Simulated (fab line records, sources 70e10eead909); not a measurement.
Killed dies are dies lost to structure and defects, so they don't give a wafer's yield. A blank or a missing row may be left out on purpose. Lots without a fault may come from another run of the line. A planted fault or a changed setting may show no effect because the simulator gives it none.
Tool commonality check | flow nand_harc | 2 lots, 6 wafers sampled

WHY IT WAS OPENED
At NHARC_END_SORT_01 the reading killed_at_periphery is flagged on 2 of 2 lots. Wafers without a fault read 4.1, standard deviation 3.
Rule: a lot is flagged when every wafer of it that has a number lies more than 4 standard deviations from that mean, or none has a number. The other lots count as sound.

lot  | measured     | on        | killed_at_periphery, wafer by wafer | flag
L824 | day 28 10:43 | prober-01 | 616 601 621                         | FLAGGED
L823 | day 28 11:32 | prober-02 | 634 639 633                         | FLAGGED
The numbers of the flagged lots are 624.0 on average: +619.9 against the usual, or +99 or more standard deviations.

WHICH TOOL RAN EACH LOT
The record holds 2 process steps before the reading, out of a route of 1302 steps. In each cell: the tool, then ch and the chambers that the sampled wafers went through, then the start.
lot  | flag    | NHARC_P_ZERO_WELL_STRIP_56         | NHARC_P_GATE_DESCUM_13
L824 | FLAGGED | wet_bench-09 ch 3,5,6, day 5 20:29 | no row
L823 | FLAGGED | wet_bench-09 ch 1,6,7, day 5 10:22 | no row
What these steps do:
- NHARC_P_ZERO_WELL_STRIP_56: strips in SPM, time 840 s.
- NHARC_P_GATE_DESCUM_13: chemistry O2, time 3 s.
- NHARC_END_SORT_01

FLAGGED OVER TOTAL, TOOL BY TOOL (the gauges that took the reading come last)
step                       | tool         | lots run | flagged | share of the flagged lots | sound lots run after its first flagged lot
NHARC_P_ZERO_WELL_STRIP_56 | wet_bench-09 | 2        | 2       | all                       | 0
NHARC_END_SORT_01          | prober-01    | 1        | 1       | some                      | 0
NHARC_END_SORT_01          | prober-02    | 1        | 1       | some                      | 0

WHAT THE TABLE ALLOWS
1 row of the table ran every flagged lot: wet_bench-09 at NHARC_P_ZERO_WELL_STRIP_56.
- wet_bench-09 at NHARC_P_ZERO_WELL_STRIP_56: 2 of its 2 lots flagged. It ran no sound lot before its first flagged lot in this sample, so the start can't be narrowed down.
One tool is left: wet_bench-09 at NHARC_P_ZERO_WELL_STRIP_56.

WHAT THE SIMULATOR HAD PUT IN
Skipped step whole: wet_bench-09, from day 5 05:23 on, at NHARC_P_ZERO_WELL_STRIP_56. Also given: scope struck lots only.
Lots struck among those shown: L824, L823. The rule above found the same.
